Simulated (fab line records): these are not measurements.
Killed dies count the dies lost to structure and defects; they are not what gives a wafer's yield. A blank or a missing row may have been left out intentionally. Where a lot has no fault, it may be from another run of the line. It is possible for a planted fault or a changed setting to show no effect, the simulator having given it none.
fab line records | flow nand_harc
[record] lots = 6 wafers = 16 last_day = 31
route steps=1302 shown A_SGD_CUT@916 A_SLIT@922 END@1302
lots that met no fault: taken from a fault-free run of the same line
start_h: hours from the record's first day to the start of the lot's first wafer shown | wait_h: hours elapsed since this lot's preceding step | " unchanged from the row above | L1.1+2: several wafers, shown together as one row | - no value present, or no start provided | * or withheld: withheld | < > ~ a bound
route shown NAME@n: a module of which the file shows steps, and the number in the route of the first | usual: mean and standard deviation over wafers with no fault | same: alike in all rows | chamber/n: place in a boat | sites: the reading at each site | _std_site: how widely they spread, as a standard deviation | _edge_site: mean of outer sites minus mean of inner sites | radius_mm: how far each site lies from the wafer's centre | mask NAME#n: copy n | behind: tool/chamber where the wafer was last shaped | hold: reason for holding the lot/hours on hold/outcome of the hold | device: transistor that didn't switch, given as n, p or np | end of line: at the end of the route, the tests of the same wafers | a step with no rows: only its recipe | killed: dies that structure and defects cost at the first sort, which is not the same as the wafer's yield | map: dies across one wafer; x = killed, . = not, _ = none there
set.NAME: the setting that was run; set.NAME@STEP: the one run at that earlier step | model.NAME: the simulator's own value behind a step, which no gauge read
lots at selected steps of the route; one table per step, one row per wafer
services: a tool's chamber out of use, with start hour (start_h, from the record's first day; less than 0 if before it), hours out, and reason
[[steps]]
[step NHARC_A_SGD_CUT_THK_MEAS_22]
[recipe] thk_meas_gauge = ellipsometry
[usual] thk_nm = 148.4/1.4
// columns lot.wafer tool chamber start_h wait_h thk_nm
L482.1 film_metro-01 - 454.49 0.2 148.1
L482.3 " - " " 149.2
L482.5 " - " " 148.7
L487.3 film_metro-01 - 494.95 0.2 149.0
L487.4 " - " " 146.1
L487.5 " - " " 148.3
L489.2 film_metro-01 - 525.74 0.2 147.9
L489.3 " - " " 148.4
L489.4 " - " " 148.7
L491.1 film_metro-01 - 548.65 0.2 149.9
L491.5 " - " " 150.0
L491.6 " - " " 149.0
L498.1 film_metro-02 - 612.31 0.2 148.6
L498.5 " - " " 148.1
L499.2 film_metro-02 - 624.75 0.2 147.8
L499.6 " - " " 148.7
[step NHARC_A_SGD_CUT_SRD_23]
[step NHARC_A_SGD_CUT_ETCH_26]
[recipe] target_depth_a = 458 chemistry = dHF material = SiO2
[step NHARC_A_SGD_CUT_ETCHBACK_24]
[recipe] target_depth_a = 500 over_etch_frac = 0.3 time_s = 92.857 ion_energy_ev = 120 ch3f_flow_sccm = 50 o2_flow_sccm = 30 ar_flow_sccm = 200 rf_w = 500 bias_w = 100 chemistry = CH3F/O2
[usual] drypump_motor_current_A = 5.8/0.49 mfc_ar_sccm = 200.0/0.6 oes_product_au = 0.96/0.036 rf_vpp_V = 243.9/1.8 showerhead_plenum_p_Torr = 2.44/0.12 throttle_valve_pct = 20.664/0.0093
[same] over_etch_frac = 0.3
// columns lot.wafer tool chamber start_h wait_h drypump_motor_current_A mfc_ar_sccm oes_product_au rf_hours_counter_h rf_vpp_V showerhead_plenum_p_Torr throttle_valve_pct
L482.3 rie_diel-11 3 454.71 0.1 5.4 200.5 0.93 0.8 243.1 2.30 20.670
L482.1 " 0 " " 4.9 200.0 0.93 0.8 243.1 2.38 20.661
L482.5 " 1 " " 5.6 199.4 0.93 - 241.6 2.30 20.680
L487.3 rie_diel-10 1 495.18 0.1 6.1 199.8 1.01 4.7 243.8 2.33 20.662
L487.4 " 2 " " 6.1 200.4 0.98 4.5 243.2 2.40 20.658
L487.5 " 0 " " 5.5 200.6 1.01 - 246.6 2.64 20.656
L489.2 rie_diel-11 1 525.98 0.1 5.6 199.8 0.93 7.1 241.7 2.29 20.664
L489.3 " 2 " " 6.6 199.8 0.93 5.1 246.9 2.59 20.676
L489.4 " 3 " " 5.4 200.2 0.93 7.9 242.6 2.30 20.669
L491.1 rie_diel-11 2 548.87 0.1 6.6 199.7 0.93 7.5 245.7 2.59 20.667
L491.6 " 2 " " 6.6 199.5 0.93 - 245.0 2.59 20.670
L491.5 " 3 " " 5.3 201.1 0.94 - 242.4 2.30 20.671
L498.1 rie_diel-08 1 612.54 0.1 5.4 200.0 0.99 2.4 242.4 2.40 20.648
L498.5 " 0 " " 5.6 198.9 0.99 - 243.1 2.35 20.660
L499.2 rie_diel-11 0 625.02 0.2 4.9 199.8 1.00 0.5 243.7 2.38 20.682
L499.6 " 1 " " 5.6 199.4 1.00 - 242.6 2.29 20.666
[step NHARC_A_SGD_CUT_STRIP_28]
[recipe] time_s = 20 o2_flow_sccm = 500 ar_flow_sccm = 0 bias_w = 0 chemistry = O2
[usual] drypump_motor_current_A = 5.7/0.49 mfc_ar_sccm = 0.011/0.015 oes_product_au = 1.001/0.0073 rf_vpp_V = 57.8/0.97 showerhead_plenum_p_Torr = 3.49/0.17 throttle_valve_pct = 17.035/0.0091
// columns lot.wafer tool chamber start_h wait_h drypump_motor_current_A mfc_ar_sccm oes_product_au rf_hours_counter_h rf_vpp_V showerhead_plenum_p_Torr throttle_valve_pct
L482.3 rie_diel-11 3 454.89 0.2 5.3 0 1.006 0.9 56.4 3.31 17.025
L482.1 " 0 " " 4.9 0 0.997 0.9 57.1 3.42 17.032
L482.5 " 3 " " 5.4 0 0.998 - 56.2 3.31 17.038
L487.3 rie_diel-10 2 - - 6.1 0.014 0.991 4.6 56.4 3.44 17.028
L487.4 " 3 " " 6.3 0 0.997 4.5 58.6 3.62 17.031
L487.5 " 2 " " 6.1 0.014 0.985 - 58.7 3.44 17.034
L489.2 rie_diel-11 2 - - 6.6 0 1.004 5.2 58.8 3.71 17.029
L489.3 " 3 " " 5.4 0 1.006 8.0 58.1 3.30 17.045
L489.4 " 1 " " 5.6 0 1.021 7.2 56.0 3.30 17.039
L491.1 rie_diel-11 0 - - 4.9 0 1.008 10.1 58.5 3.42 17.035
L491.5 " 3 " " 5.3 0 1.022 - 58.8 3.30 17.029
L491.6 " 0 " " 4.9 0 1.011 - 57.2 3.42 17.047
L498.1 rie_diel-08 0 - - 5.6 0.020 1.016 2.8 56.8 3.37 17.053
L498.5 " 3 " " 6.3 0.042 0.991 - 58.1 3.74 17.035
L499.2 rie_diel-11 1 - - 5.6 0 1.006 0.3 57.8 3.30 17.024
L499.6 " 3 " " 5.4 0 1.012 - 58.9 3.30 17.029
[step NHARC_A_SGD_CUT_INSPECT_25]
[usual] raw_defect_count = 386/94
// columns lot.wafer tool chamber start_h wait_h raw_defect_count
L482.1 defect_inspect-02 - 454.99 - 284
L482.3 " - " " 254
L482.5 " - " " 287
L487.3 defect_inspect-01 - 495.41 - 410
L487.4 " - " " 508
L487.5 " - " " 365
L489.2 defect_inspect-01 - 526.21 - 524
L489.3 " - " " 609
L489.4 " - " " 580
L491.1 defect_inspect-02 - 549.12 - 386
L491.5 " - " " 593
L491.6 " - " " 542
L498.1 defect_inspect-02 - 612.77 - 428
L498.5 " - " " 379
L499.2 defect_inspect-01 - 625.21 - 353
L499.6 " - " " 335
[step NHARC_A_SLIT_DEP_25]
[recipe] target_thk_a = 2000 temp_c = 400 pressure_torr = 6.5 rf_w = 900 teos_flow_sccm = 161.4 flow_sccm = 2650 target_thk_nm = 200 gas = O2 material = SiO2
[usual] heater_power_w = 593/71 throttle_valve_pct = 15.9/0.76
// columns lot.wafer tool chamber start_h wait_h heater_power_w throttle_valve_pct
L482.1 pecvd-01 2 455.10 0.1 543 15.3
L482.3 " 0 " " 671 16.4
L482.5 " 0 " " 704 16.7
L487.3 pecvd-04 2 495.63 0.2 520 15.5
L487.5 " 1 " " 541 14.8
L487.4 " 2 " " 543 15.6
L489.3 pecvd-01 2 526.27 0.1 616 14.7
L489.2 " 1 " " 601 16.6
L489.4 " 0 " " 681 16.0
L491.1 pecvd-01 0 549.29 0.2 718 16.0
L491.6 " 2 " " 640 14.6
L491.5 " 0 " " 760 16.0
L498.1 pecvd-03 2 612.84 0.1 593 16.8
L498.5 " 1 " " 601 15.8
L499.2 pecvd-04 0 625.28 0.1 737 15.1
L499.6 " 2 " " 554 15.9
[step NHARC_A_SLIT_DEP_00]
[recipe] target_thk_a = 62000 temp_c = 400 material = aC
[usual] throttle_valve_pct = 35.000/0.0086
// columns lot.wafer tool chamber start_h wait_h throttle_valve_pct
L482.1 acl_dep-03 0 456.10 - 34.993
L482.3 " 0 457.37 - 34.996
L482.5 " 0 458.63 - 34.990
L487.3 acl_dep-01 0 502.48 - 34.991
L487.4 " 0 " " 35.019
L487.5 " 0 " " 35.001
L489.2 acl_dep-03 0 527.23 - 34.996
L489.3 " 0 " " 35.001
L489.4 " 0 " " 35.003
L491.1 acl_dep-03 0 554.51 5.2 34.983
L491.5 " 0 556.95 7.4 35.006
L491.6 " 0 " " 34.987
L498.1 acl_dep-03 0 613.39 - 34.997
L498.5 " 0 615.88 - 34.989
L499.2 acl_dep-01 0 626.62 - 34.989
L499.6 " 0 629.11 - 35.002
[step NHARC_A_SLIT_DEP_23]
[recipe] target_thk_a = 1000 target_thk_nm = 100 temp_c = 400 pressure_torr = 3.5 flow_sccm = 200 rf_w = 350 material = SiON
[usual] heater_power_w = 785/79
// columns lot.wafer tool chamber start_h wait_h heater_power_w
L482.1 pecvd-01 2 460.13 3.4 854
L482.3 " 0 " " 892
L482.5 " 1 " " 697
L487.3 pecvd-03 0 505.12 2.0 742
L487.5 " 1 " " 735
L487.4 " 0 " " 767
L489.3 pecvd-03 1 530.37 1.9 742
L489.2 " 2 " " 753
L489.4 " 2 " " 761
L491.1 pecvd-01 0 558.36 3.2 795
L491.6 " 2 " " 788
L491.5 " 0 " " 801
L498.1 pecvd-04 0 617.37 3.4 933
L498.5 " 2 " " 759
L499.2 pecvd-04 2 629.84 2.6 648
L499.6 " 1 " " 699
[step NHARC_A_SLIT_DEHYDRATE_01]
[recipe] temp_c = 150 time_s = 120
[step NHARC_A_SLIT_HMDS_02]
[recipe] time_s = 30
[step NHARC_A_SLIT_COAT_03]
[recipe] spin_rpm = 1500 resist_thk_nm = 90
[step NHARC_A_SLIT_SOFTBAKE_04]
[recipe] temp_c = 105 time_s = 55
[usual] exhaust_pa = 44.8/0.84 heater_power_total_W = 188.45/0.13
// columns lot.wafer tool chamber start_h wait_h exhaust_pa heater_power_total_W
L482.1 litho_track-06 0 460 - 45.3 188.72
L482.3 " 0 " " 44.9 188.26
L482.5 " 0 " " 44.8 188.49
L487.3 litho_track-06 0 505 - 45.1 188.55
L487.4 " 0 " " 45.2 188.38
L487.5 " 0 " " 46.5 188.68
L489.2 litho_track-01 0 530 - 44.8 188.41
L489.3 " 0 " " 45.7 188.78
L489.4 " 0 " " 46.0 188.34
L491.1 litho_track-06 0 558 - 45.5 188.37
L491.5 " 0 " " 45.8 188.61
L491.6 " 0 " " 44.0 188.71
L498.1 litho_track-01 0 617 - 44.3 204.92
L498.5 " 0 " " 45.0 188.39
L499.2 litho_track-01 0 630 - 45.0 205.02
L499.6 " 0 " " 45.6 188.47
[step NHARC_A_SLIT_EBR_05]
[step NHARC_END_SORT_01]
[recipe] temp_c = 25
[usual] killed_at_array = 56/19 killed_at_other = 1.0/1.5 killed_at_periphery = 3.4/2.4 killed_dies = 60/19 killed_open = 3.3/1.8 killed_short = 2.4/1.7
[same] gross_dies = 677
// columns lot.wafer tool chamber start_h wait_h killed_at_array killed_at_other killed_at_periphery killed_dies killed_open killed_short
L482.1 prober-02 0 569.77 2.5 36 1 3 40 5 4
L482.3 prober-02 0 571.41 3.1 32 0 2 34 0 7
L482.5 prober-02 0 573.04 3.8 31 0 3 34 2 1
L487.3 prober-01 0 633.35 3.1 67 0 2 69 3 4
L487.4 prober-01 0 634.14 3.4 59 0 5 64 1 3
L487.5 prober-01 0 634.93 3.7 79 0 5 84 1 1
L489.2 prober-02 0 645.77 2.8 73 0 2 75 5 1
L489.3 prober-02 0 646.57 3.1 96 0 4 100 3 2
L489.4 prober-02 0 647.37 3.4 81 0 7 88 4 1
L491.1 prober-01 0 668.26 2.5 47 1 3 51 3 3
L491.5 prober-01 0 671.52 3.8 53 3 3 59 6 3
L491.6 prober-01 0 672.33 4.1 54 0 9 63 2 7
L498.1 prober-01 0 723.91 2.5 50 3 6 59 5 2
L498.5 prober-01 0 727.05 3.6 46 2 3 51 5 0
L499.2 prober-02 0 747.97 2.8 40 2 2 44 2 2
L499.6 prober-02 0 751.12 3.9 50 0 1 51 1 2
// killed by level:class
L482.1 A_SLIT:chamber_film_flake=15 A_CHANNEL_HOLE_D2:chamber_film_flake=4 A_ZERO_WELL:chamber_film_flake=3 A_WL_FILL:geometric_particle:short=2 P_ZERO_WELL:chamber_film_flake=2 A_CHANNEL_FILL_D1:chamber_film_flake=2 A_SGD_CUT:chamber_film_flake=2 P_CONTACT:geometric_particle:open=1
L482.3 A_SLIT:chamber_film_flake=17 A_CHANNEL_HOLE_D2:chamber_film_flake=3 A_WL_FILL:geometric_particle:short=2 A_CHANNEL_FILL_D1:chamber_film_flake=2 A_ONON_D1:geometric_particle:short=1 A_CHANNEL_HOLE_D1:geometric_particle:short=1 A_DECK1_JOINT:geometric_particle:short=1 A_CHANNEL_HOLE_D2:geometric_particle:short=1
L482.5 A_SLIT:chamber_film_flake=16 A_CHANNEL_HOLE_D2:chamber_film_flake=9 P_GATE:geometric_particle:open=1 A_WL_FILL:geometric_particle:short=1 A_BLC:geometric_particle:open=1 P_ZERO_WELL:chamber_film_flake=1 P_BONDPAD:chamber_film_flake=1 A_ZERO_WELL:chamber_film_flake=1
L487.3 A_CHANNEL_HOLE_D2:chamber_film_flake=28 A_CHANNEL_HOLE_D1:chamber_film_flake=23 A_CONTACT:chamber_film_flake=6 A_ONON_D2:geometric_particle:open=2 A_CHANNEL_FILL_D2:geometric_particle:short=2 P_M0:geometric_particle:open=1 A_SOURCE_PLATE:geometric_particle:short=1 A_ONON_D1:geometric_particle:short=1
L487.4 A_CHANNEL_HOLE_D1:chamber_film_flake=29 A_CHANNEL_HOLE_D2:chamber_film_flake=15 A_SLIT:chamber_film_flake=5 P_GATE:chamber_film_flake=3 A_CONTACT:chamber_film_flake=3 A_STAIRCASE:chamber_film_flake=2 P_GATE:geometric_particle:open=1 A_DECK1_JOINT:geometric_particle:short=1
L487.5 A_CHANNEL_HOLE_D2:chamber_film_flake=38 A_CHANNEL_HOLE_D1:chamber_film_flake=29 A_CONTACT:chamber_film_flake=6 P_GATE:chamber_film_flake=4 A_WL_FILL:chamber_film_flake=2 A_ONON_D1:geometric_particle:open=1 A_CHANNEL_FILL_D1:geometric_particle:short=1 P_M2:chamber_film_flake=1
L489.2 A_CHANNEL_HOLE_D2:chamber_film_flake=25 A_CHANNEL_HOLE_D1:chamber_film_flake=22 A_SLIT:chamber_film_flake=18 A_CONTACT:chamber_film_flake=2 P_CONTACT:geometric_particle:open=1 P_M1:geometric_particle:open=1 A_DECK1_JOINT:geometric_particle:open=1 A_ONON_D2:geometric_particle:open=1
L489.3 A_CHANNEL_HOLE_D2:chamber_film_flake=35 A_CHANNEL_HOLE_D1:chamber_film_flake=31 A_SLIT:chamber_film_flake=23 P_GATE:chamber_film_flake=3 A_CONTACT:chamber_film_flake=2 P_CONTACT:geometric_particle:short=1 A_ONON_D1:geometric_particle:short=1 A_SGD_CUT:geometric_particle:open=1
L489.4 A_CHANNEL_HOLE_D2:chamber_film_flake=26 A_CHANNEL_HOLE_D1:chamber_film_flake=24 A_SLIT:chamber_film_flake=23 P_GATE:chamber_film_flake=4 A_DECK1_JOINT:chamber_film_flake=3 P_CONTACT:geometric_particle:open=1 P_M0:geometric_particle:open=1 A_SOURCE_PLATE:geometric_particle:open=1
L491.1 A_SLIT:chamber_film_flake=21 A_CHANNEL_HOLE_D2:chamber_film_flake=12 A_M1:geometric_particle:open=3 P_GATE:chamber_film_flake=3 A_STAIRCASE:chamber_film_flake=3 A_CONTACT:chamber_film_flake=3 A_ONON_D1:geometric_particle:short=1 A_CHANNEL_FILL_D2:geometric_particle:short=1
L491.5 A_SLIT:chamber_film_flake=19 A_CHANNEL_HOLE_D2:chamber_film_flake=14 A_CONTACT:chamber_film_flake=6 A_CHANNEL_HOLE_D1:chamber_film_flake=4 A_STAIRCASE:chamber_film_flake=3 THIN_TSV:chamber_film_flake=3 A_M0:geometric_particle:open=2 P_CONTACT:geometric_particle:open=1
L491.6 A_SLIT:chamber_film_flake=19 A_CHANNEL_HOLE_D2:chamber_film_flake=18 A_STAIRCASE:chamber_film_flake=6 P_GATE:chamber_film_flake=5 A_CHANNEL_HOLE_D1:chamber_film_flake=3 A_ONON_D1:geometric_particle:short=2 A_WL_FILL:geometric_particle:short=2 P_M0:geometric_particle:short=1
L498.1 A_SLIT:chamber_film_flake=22 A_CHANNEL_HOLE_D1:chamber_film_flake=8 A_CONTACT:chamber_film_flake=5 A_WL_FILL:chamber_film_flake=3 THIN_TSV:chamber_film_flake=3 P_BONDPAD:chamber_film_flake=2 A_CHANNEL_FILL_D2:chamber_film_flake=2 A_STAIRCASE:chamber_film_flake=2
L498.5 A_SLIT:chamber_film_flake=23 A_CHANNEL_HOLE_D1:chamber_film_flake=13 A_CONTACT:chamber_film_flake=5 P_CONTACT:geometric_particle:open=2 A_BLC:geometric_particle:open=2 THIN_TSV:chamber_film_flake=2 A_CONTACT:geometric_particle:open=1 P_BONDPAD:chamber_film_flake=1
L499.2 A_SLIT:chamber_film_flake=19 A_CHANNEL_HOLE_D1:chamber_film_flake=14 A_ZERO_WELL:chamber_film_flake=2 THIN_TSV:chamber_film_flake=2 P_M0:geometric_particle:open=1 A_SOURCE_PLATE:geometric_particle:short=1 A_CHANNEL_FILL_D1:geometric_particle:short=1 A_M0:geometric_particle:open=1
L499.6 A_SLIT:chamber_film_flake=27 A_CHANNEL_HOLE_D1:chamber_film_flake=14 A_CONTACT:chamber_film_flake=3 A_CHANNEL_FILL_D1:chamber_film_flake=2 A_ONON_D2:geometric_particle:short=1 A_M0:geometric_particle:open=1 A_M1:geometric_particle:short=1 P_STI:chamber_film_flake=1
[[services]]
// columns tool chamber start_h hours kind
rie_diel-11 - 433.11 9.0 pm
pecvd-03 2 434.03 9.0 repair
pecvd-04 1 434.68 6.7 repair
pecvd-04 0 438.11 18.8 repair
rie_diel-11 2 442.22 32.9 repair
rie_diel-10 3 445.59 1.3 repair
pecvd-04 - 450.69 13.0 pm
pecvd-04 2 466.52 20.7 repair
pecvd-01 0 470.44 20.6 repair
rie_diel-11 1 481.83 6.2 repair
pecvd-03 1 488.24 3.3 repair
acl_dep-03 - 488.63 13.0 pm
pecvd-01 - 492.33 13.0 pm
litho_track-01 - 505.00 7.0 pm
litho_track-06 - 529.00 7.0 pm
rie_diel-10 - 541.25 0.4 repair
pecvd-03 - 547.33 13.0 pm
pecvd-01 1 548.59 6.8 repair
rie_diel-11 2 585.21 2.0 repair
pecvd-04 - 591.71 1.1 repair
rie_diel-11 1 594.15 10.2 repair
rie_diel-10 - 596.50 9.0 pm
rie_diel-11 - 610.42 9.0 pm
rie_diel-11 0 627.77 4.4 repair
[[key]]
[first_sign] step = NHARC_A_SLIT_SOFTBAKE_04 reading = heater_power_total_W direction = up sigmas = 99+ usual = * struck = *
effect none on later readings
met_at NHARC_A_SLIT_SOFTBAKE_04
struck_wafers L498.1,L499.2
tester_left_out L498,L499
onset_between 530 617
[fault] kind = process_parameter_drift tool = litho_track-01 chamber = - onset_h = 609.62 steps = NHARC_A_SLIT_SOFTBAKE_04 channel = time_s offset = * shape = step end_h = 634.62 scope = struck_wafers_only acts_in = * stated = *
// tester_left_out: of these lots the tester's yield and bins aren't shown, on N5 and GAA mostly nor the transistor test; their killed dies are dies lost to structure and defects alone, not to doping, threshold or leakage, so they don't give the yield
